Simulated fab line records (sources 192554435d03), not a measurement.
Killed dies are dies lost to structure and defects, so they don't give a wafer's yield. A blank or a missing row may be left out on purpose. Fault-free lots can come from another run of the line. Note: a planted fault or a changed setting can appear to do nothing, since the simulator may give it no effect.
A lot that was struck, set against a sound lot :: flow n5Finfet :: 16 out of 1938 route steps
Sound: wafers L584.1, L584.2, L584.5. The struck wafers were L589.2, L589.3, L589.5. At the end, the cause is stated.
For every step that has rows: the tool of each side, followed by ch and its chambers, followed by its first start. Under that, the readings that differ: sound wafers :: struck wafers :: difference of the means :: sigmas: that difference in standard deviations of wafers without a fault.
alike: a reading whose means differ by less than 2 such deviations, as well as words and numbers matching on both sides. not compared: withheld readings; readings where some wafer has no value; bounds like >300 that might hide an equal value; numbers whose values overlap and for which the record gives no deviation.
Wherever a step has rows on one side only, a row that says differs or no value, or a row with sigmas, the two part there. When numbers do not overlap yet have no deviation, they are printed without sigmas and do not part them. Lack of a reading on every wafer of one side parts them only where that side has two or more wafers.

first, 7 steps without rows for these wafers: N5_HKMG_FIN_COAT_42 (time 60 s, resist thk 35 nm); N5_HKMG_FIN_COAT_43 (resist thk 90 nm); N5_HKMG_FIN_EBR_45; N5_HKMG_FIN_SOFTBAKE_44 (time 60 s); N5_HKMG_FIN_EXPOSE_46 (exposes mask NDIPOLE); N5_HKMG_FIN_PEB_47 (peb time 60 s); N5_HKMG_FIN_DEVELOP_48 (develop time 30 s).
N5_HKMG_FIN_CD_MEAS_49: the cd target is 202 nm.
  sound on cdSem-02 ch 0, day 4 16:36; struck on cdSem-01 ch 0, day 6 03:47
  alike: cdNm
N5_HKMG_FIN_OVL_MEAS_50:
  sound on overlay-01 ch 0, day 4 16:38; struck on overlay-02 ch 0, day 6 03:49
  alike: NDIPOLE_OVL
N5_HKMG_FIN_INSPECT_61: inspects for defects (macro).
  sound on defectInspect-02 at day 4 16:39; struck on defectInspect-01 at day 6 03:51
  alike: rawDefectCount
N5_HKMG_FIN_DESCUM_53: chemistry O2, time 7.9 s.
  sound on rieDiel-05 ch 0,2,3, day 4 16:44; struck on rieDiel-03 ch 0,2,3, day 6 04:17
  alike: drypumpMotorCurrentA, oesProductAu, rfFwdPowerW, rfVppV, showerheadPlenumPTorr, throttleValvePct
  not compared: rfHoursCounterH
N5_HKMG_FIN_ETCH_54: etches SiARC in CF4, target depth 45.5 nm, time 75.8 s.
  sound on rieDiel-05 ch 0,2,3, day 4 16:46; struck on rieDiel-03 ch 0,2,3, day 6 04:19
  alike: biasW, drypumpMotorCurrentA, etchRfOnTimeS, mfcArSccm, oesProductAu, rfFwdPowerW, rfVppV, showerheadPlenumPTorr, throttleValvePct
  not compared: rfHoursCounterH
N5_HKMG_FIN_ETCH_55: etches SOC in N2/H2, target depth 240 nm, time 300 s.
  sound on rieDiel-05 ch 0,2,3, day 4 16:50; struck on rieDiel-03 ch 0,2,3, day 6 04:23
reading: biasW (W)
sound: 149.7 149.6 149.7
struck: 163.8 164.7 164.0
difference: +14.5
sigmas: +30

reading: rfVppV (V)
sound: 523 524 528
struck: 559 553 551
difference: +29
sigmas: +9

reading: model.SiARC_of_HKMG_FIN_COAT_42.thkNm (nm)
sound: 20.6 21.6 20.4
struck: 18.2 19.2 18.8
difference: -2.1
sigmas: 
  alike: drypumpMotorCurrentA, oesProductAu, rfFwdPowerW, showerheadPlenumPTorr, throttleValvePct
  not compared: rfHoursCounterH
then, 1 step without rows for these wafers: N5_HKMG_FIN_STRIP_56 (strips in N2/H2).
-- a jump in the record: the struck wafers' starts before and after are 4 days apart (it breaks off in module HKMG_FIN and resumes in module BEOL_M4, where the first step shown is number 1111 of the route) --
N5_BEOL_M4_RC_MEAS_101:
  sound on prober-02 ch 0, day 8 13:56; struck on prober-02 ch 0, day 10 06:17
  alike: DIBL_N, DIBL_P, IOFF_N, IOFF_P, ION_N, ION_P, SS_N, SS_P, VT_N, VT_P
-- record jumps: 4 days separate the struck wafers' starts on either side; left off in module BEOL_M4, taken up again in module PASSIVATION, whose first shown step is the route's number 1936 --
N5_PASSIVATION_PROBE_49:
  the record has rows for the struck wafers here (prober-02, day 14 12:10) and none for the sound ones

WHERE THEY PART
Last at N5_PASSIVATION_PROBE_49 as far as this record goes, first at N5_HKMG_FIN_ETCH_55.

WHY: whatever the simulator had introduced
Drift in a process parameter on rieDiel-03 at N5_HKMG_FIN_ETCH_55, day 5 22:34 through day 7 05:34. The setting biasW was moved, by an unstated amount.
